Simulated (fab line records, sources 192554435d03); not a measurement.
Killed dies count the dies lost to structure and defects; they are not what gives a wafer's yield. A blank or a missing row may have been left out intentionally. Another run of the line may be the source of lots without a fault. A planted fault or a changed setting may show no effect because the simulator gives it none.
Split-lot study	flow n5-finfet	21 wafers read from 7 lots, route of 1938 steps

== THE SPLIT ==
At N5_WELL_APT_COAT_02 (resist thk 950 nm), the setting spin-rpm was moved away from the recipe's 1357 rpm on 11 of the 21 wafers read, by -9.5% to +9.0%. The other wafers ran this setting at the recipe's value.

The split's own step is where the reading is taken.

== THE READING ==
coat_of_WELL_APT_COAT_02.thk-nm (the simulator's own value, which no gauge read), in nm, at N5_WELL_APT_COAT_02 (resist thk 950 nm). No usual value for it is given in the file. Average 950.0 nm, standard deviation 1.9 nm, over the 10 wafers here run with the recipe.

wafer	tool, chamber at the split	spin-rpm as run, rpm	against the recipe	coat_of_WELL_APT_COAT_02.thk-nm, nm	against lot-mates on the recipe
L076.1	litho-track-03, 0	1357	recipe	951.8	-
L076.3	litho-track-03, 0	1357	recipe	950.6	-
L076.5	litho-track-03, 0	1357	recipe	949.8	-
L077.2	litho-track-04, 0	1357	recipe	951.1	-
L077.3	litho-track-04, 0	1232	-9.2%	997.7	+46.6
L077.4	litho-track-04, 0	1232	-9.2%	995.4	+44.3
L080.1	litho-track-03, 0	1311	-3.4%	966	+19.0
L080.3	litho-track-03, 0	1357	recipe	947	-
L080.6	litho-track-03, 0	1311	-3.4%	965.9	+18.9
L085.1	litho-track-04, 0	1275	-6.0%	982.3	+32.1
L085.3	litho-track-04, 0	1357	recipe	950.2	-
L085.6	litho-track-04, 0	1357	recipe	950.2	-
L088.2	litho-track-03, 0	1357	recipe	952.7	-
L088.4	litho-track-03, 0	1438	+6.0%	921.7	-29.5
L088.6	litho-track-03, 0	1357	recipe	949.8	-
L093.3	litho-track-03, 0	1228	-9.5%	1003	no lot-mate on the recipe
L093.4	litho-track-03, 0	1228	-9.5%	1003	no lot-mate on the recipe
L093.6	litho-track-03, 0	1228	-9.5%	1004	no lot-mate on the recipe
L095.1	litho-track-03, 0	1357	recipe	946.3	-
L095.2	litho-track-03, 0	1479	+9.0%	906.9	-39.4
L095.4	litho-track-03, 0	1479	+9.0%	904.7	-41.6

THE FIT
A straight line over all 21 wafers: coat_of_WELL_APT_COAT_02.thk-nm changes by -5.19 nm for each +1% of spin-rpm; r = -1.00; the points scatter about the line by 2.4 nm.
The same after taking each lot's own level away (the mean of its wafers on the recipe; 18 wafers): -4.83 nm for each +1%; r = -1.00; scatter 1.6 nm.
The reading moves by 46 nm for the largest change in spin-rpm, on that fit.
The lots' own levels span 946.30 to 951.25 nm, that is 2.6 times the standard deviation above.
Hence the lot-to-lot level has little effect on the slope; both slopes agree.
Check: +44.9 nm against its lot-mates is what the line predicts for one of the wafers moved furthest among these (-9.2%) when that wafer is left out of the fit. It came out at +46.6 nm against them.

== FURTHER SPLITS ON THESE WAFERS ==
Before the reading, these wafers also passed through other splits. Each is held against what the fit with the lots' levels taken away leaves over:
other split on the same wafers	wafers away from the commonest value	r with coat_of_WELL_APT_COAT_02.thk-nm (lot level and that fit taken away)
N5_ZERO_LAYER_ETCH_18 icp-w	9	+0.23

== FILE'S OWN FIT ==
coat_of_WELL_APT_COAT_02.thk-nm changes by -4.88 nm for each +1% of spin-rpm, r = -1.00.
